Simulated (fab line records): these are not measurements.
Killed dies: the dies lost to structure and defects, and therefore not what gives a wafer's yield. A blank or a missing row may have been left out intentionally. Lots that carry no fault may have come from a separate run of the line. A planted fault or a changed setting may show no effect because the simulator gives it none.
Struck lot and sound lot, side by side -- flow n5-finfet -- 37 out of 1938 route steps
Sound: these wafers, L377.1, L377.3, L377.6. Struck: wafer L387.4. (L387.1 of the same lot was not struck and is left out.) The cause comes at the end.
For every step that has rows: the tool of each side, followed by ch and its chambers, followed by its first start. Under that, the readings that differ: sound wafers -- struck wafers -- difference of the means -- sigmas: that difference in standard deviations of wafers without a fault.
alike: same words and numbers on both sides, and readings whose means sit less than 2 such deviations apart. not compared: any withheld reading, any reading some wafer has no value for, any bound like >300 that may hide the same value, and any number with overlapping values for which the record gives no deviation.
Wherever a step has rows on one side only, a row that says differs or no value, or a row with sigmas, the two part there. Numbers that have no deviation but don't overlap get no sigmas and don't part them. A reading that every wafer of one side lacks parts them only if that side has two wafers or more.

first, 8 steps without rows for these wafers: N5_MOL_CONTACT_COAG_SRD_139 (time 30 s); N5_MOL_CONTACT_COAG_PRE_CLEAN_121; N5_MOL_CONTACT_COAG_CVD_140 (deposits W, target thk 66.5 nm, time 215 s); N5_MOL_CONTACT_COAG_PRECLEAN_127 (cleans in DIW, time 57.5 s); N5_MOL_CONTACT_COAG_SRD_128 (dry time 32 s); N5_MOL_CONTACT_COAG_CMP_52 (polishes, stops on SiO2, t overpolish 1.5 s, target thk 66.5 nm); N5_MOL_CONTACT_COAG_ANNEAL_112 (time 1800 s); N5_BEOL_M0_SAQP_PECVD_00 (deposits SiCN from 3MS/NH3, target thk 8 nm, time 14 s).
N5_BEOL_M0_SAQP_ILD_DEP_01: deposits SiOC from DEMS/O2, target thk 45.419 nm, time 8.7 s.
  sound on pecvd-04 ch 1, day 7 21:21; struck on pecvd-02 ch 0, day 10 06:59
reading,sound,struck,difference,sigmas
model.SiOC_of_BEOL_M0_SAQP_ILD_DEP_01.thk-nm (nm),44.6 45.4 45.2,34.2,-10.9,
  alike: heater-power-w, showerhead-plenum-p-Torr, throttle-valve-pct
then, 25 steps without rows for these wafers: N5_BEOL_M0_SAQP_HM_DEP_02 (deposits TiN, target thk 12 nm); N5_BEOL_M0_SAQP_PECVD_03 (deposits SiCN from 3MS/NH3, target thk 12 nm, time 21.1 s); N5_BEOL_M0_SAQP_PECVD_96 (deposits a-Si from SiH4/He, target thk 45 nm, time 45.2 s); N5_BEOL_M0_SAQP_PECVD_97 (deposits SiNx from SiH4/NH3/N2, target thk 23 nm, time 19.9 s); N5_BEOL_M0_SAQP_PECVD_04 (deposits a-Si from SiH4/He, target thk 60 nm, time 60.2 s); N5_BEOL_M0_SAQP_HM_DEP_111 (deposits SiO2 from SiH4/N2O, target thk 12 nm, time 7.2 s); N5_BEOL_M0_SAQP_COAT_81 (time 60 s, resist thk 100 nm); N5_BEOL_M0_SAQP_COAT_82 (time 60 s, resist thk 30 nm); N5_BEOL_M0_SAQP_COAT_08 (resist thk 90 nm); N5_BEOL_M0_SAQP_EBR_10; N5_BEOL_M0_SAQP_SOFTBAKE_09 (time 60 s); N5_BEOL_M0_SAQP_EXPOSE_11 (exposes mask M0 CORE, target cd 42 nm); N5_BEOL_M0_SAQP_PEB_12 (peb time 60 s); N5_BEOL_M0_SAQP_DEVELOP_13 (develop time 30 s); N5_BEOL_M0_SAQP_DESCUM_19 (chemistry O2, time 7.9 s); N5_BEOL_M0_SAQP_ETCH_83 (etches SiARC in CF4, target depth 39 nm, time 65 s); N5_BEOL_M0_SAQP_ETCH_84 (etches SOC in N2/H2, target depth 100 nm, overetch 20 nm, time 150 s); N5_BEOL_M0_SAQP_STRIP_80 (strips in N2/H2); N5_BEOL_M0_SAQP_HM_OPEN_112 (chemistry CHF3/O2, target SiO2, stops on a-Si, target depth 12 nm, time 13.5 s); N5_BEOL_M0_SAQP_STRIP_113 (strips in CHF3/O2); N5_BEOL_M0_SAQP_MANDREL_ETCH_20 (etches a-Si in HBr/Cl2, stops on SiNx, target depth 60 nm, bt time 10 s, time 30 s); N5_BEOL_M0_SAQP_STRIP_86 (strips in N2/H2); N5_BEOL_M0_SAQP_STRIP_115 (strips in post etch residue remover, time 60 s); N5_BEOL_M0_SAQP_SRD_93 (time 30 s); N5_BEOL_M0_SAQP_RECESS_114 (chemistry HF/NH3, target SiO2, target depth 14.4 nm, afs cycles 3, sublimation time 60 s).
N5_BEOL_M0_CMP_120: polishes, stops on SiOC, t overpolish 6.9 s.
  sound on cmp-01 ch 0,3, day 8 15:40; struck on cmp-04 ch 2, day 10 19:13
reading,sound,struck,difference,sigmas
model.SiOC_of_BEOL_M0_SAQP_ILD_DEP_01.thk-nm (nm),38.6 39.2 39.2,28,-11,
  alike: barrier-field-endpoint-s, motor-current-A, overpolish-run-s, platen-rpm, time-to-endpoint-s
N5_BEOL_M0_RS_MEAS_126: uses a four-point probe to measure.
  struck on film-metro-01, day 10 19:49; sound on film-metro-02, day 8 16:15
reading,sound,struck,difference,sigmas
M0_RS (ohm/sq),0.572 0.557 0.549,0.705,+0.146,+8
-- here the record skips 2 days between the struck wafers' starts before and after, leaving off in module BEOL_M0 and picking up in module BEOL_M4 (first step shown: number 1111 of the route) --
N5_BEOL_M4_RC_MEAS_101:
  sound on prober-01 ch 0, day 10 14:25; struck on prober-01 ch 0, day 12 22:20
reading,sound,struck,difference,sigmas
IOFF_N (nA/um),0.17 0.08 0.12,0.21,+0.09,+2
IOFF_P (nA/um),0.20 0.12 0.16,0.25,+0.09,+2
ION_N (uA/um),672 652 664,697,+34,+2
  alike: DIBL_N, DIBL_P, ION_P, SS_N, SS_P, VT_N, VT_P

WHERE THEY PART
Earliest at N5_BEOL_M0_RS_MEAS_126; latest, in this record, at N5_BEOL_M4_RC_MEAS_101.

WHY: the cause the simulator had injected
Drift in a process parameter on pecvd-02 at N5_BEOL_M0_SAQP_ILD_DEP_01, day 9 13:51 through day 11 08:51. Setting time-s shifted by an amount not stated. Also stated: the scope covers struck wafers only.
